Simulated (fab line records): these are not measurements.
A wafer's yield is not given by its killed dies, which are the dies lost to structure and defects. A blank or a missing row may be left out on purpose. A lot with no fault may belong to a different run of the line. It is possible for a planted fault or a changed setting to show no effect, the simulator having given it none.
Split-lot experiment    flow n5_finfet    on a route of 1938 steps: 7 lots, 21 wafers read

ABOUT THE SPLIT
At N5_SD_EPI_P_COAT_34 (time 60 s, resist thk 350 nm), the setting spin_rpm was moved away from the recipe's 1500 rpm on 7 of the 21 wafers read, by -3.8% to +8.7%. This setting was run at the recipe's value on the other wafers.

The reading comes from the split's own step.

THE READING
SOC_of_SD_EPI_P_COAT_34.thk_nm (the simulator's own value, which no gauge read), in nm, at N5_SD_EPI_P_COAT_34 (time 60 s, resist thk 350 nm). The file gives no usual value for it. Average 349.7 nm, standard deviation 0.47 nm, over the 14 wafers here run with the recipe.

wafer   tool, chamber at the split  spin_rpm as run, rpm  against the recipe  SOC_of_SD_EPI_P_COAT_34.thk_nm, nm  against lot-mates on the recipe
L076.1  litho_track-04, 0           1630                  +8.7%               336.6                               no lot-mate on the recipe
L076.4  litho_track-04, 0           1630                  +8.7%               335.8                               no lot-mate on the recipe
L076.5  litho_track-04, 0           1630                  +8.7%               335.6                               no lot-mate on the recipe
L079.3  litho_track-02, 0           1500                  recipe              349.4                               -
L079.4  litho_track-02, 0           1500                  recipe              350.2                               -
L079.6  litho_track-02, 0           1500                  recipe              350                                 -
L080.4  litho_track-02, 0           1500                  recipe              349.8                               -
L080.5  litho_track-02, 0           1500                  recipe              348.8                               -
L080.6  litho_track-02, 0           1500                  recipe              350.2                               -
L084.1  litho_track-02, 0           1500                  recipe              349.6                               -
L084.4  litho_track-02, 0           1500                  recipe              349.8                               -
L084.5  litho_track-02, 0           1500                  recipe              349.2                               -
L090.1  litho_track-02, 0           1583                  +5.5%               340.6                               -8.9
L090.2  litho_track-02, 0           1500                  recipe              349.4                               -
L090.4  litho_track-02, 0           1500                  recipe              349.6                               -
L095.1  litho_track-01, 0           1500                  recipe              350.4                               -
L095.2  litho_track-01, 0           1500                  recipe              350.4                               -
L095.4  litho_track-01, 0           1443                  -3.8%               357.4                               +7.0
L097.1  litho_track-02, 0           1500                  recipe              349.2                               -
L097.5  litho_track-02, 0           1544                  +2.9%               344.2                               -5.0
L097.6  litho_track-02, 0           1544                  +2.9%               345.6                               -3.6

FIT RESULTS
A straight line over all 21 wafers: SOC_of_SD_EPI_P_COAT_34.thk_nm changes by -1.63 nm for each +1% of spin_rpm; r = -0.99; the points scatter about the line by 0.61 nm.
The same after taking each lot's own level away (the mean of its wafers on the recipe; 18 wafers): -1.64 nm for each +1%; r = -0.99; scatter 0.47 nm.
The reading moves by 14 nm for the largest change in spin_rpm, on that fit.
The span of the lots' own levels, 349.20 to 350.40 nm, comes to 2.6 times the standard deviation stated above.
The two slopes are in agreement: the lot-to-lot level therefore moves the slope only a little.
Check: -8.99 nm against its lot-mates is what the line predicts for one of the wafers moved furthest among these (+5.5%) when that wafer is left out of the fit. It came out at -8.9 nm against them.

FURTHER SPLITS ON THESE WAFERS
Before the reading, these wafers also passed through other splits. Each is held against what the fit with the lots' levels taken away leaves over:
other split on the same wafers  wafers away from the commonest value  r with SOC_of_SD_EPI_P_COAT_34.thk_nm (lot level and that fit taken away)
N5_SD_EPI_N_EXPOSE_06 dose_mj   9                                     +0.03
N5_SD_EPI_N_EPI_21 temp_c       7                                     -0.07

FILE'S OWN FIT
SOC_of_SD_EPI_P_COAT_34.thk_nm changes by -1.65 nm for each +1% of spin_rpm, r = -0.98.
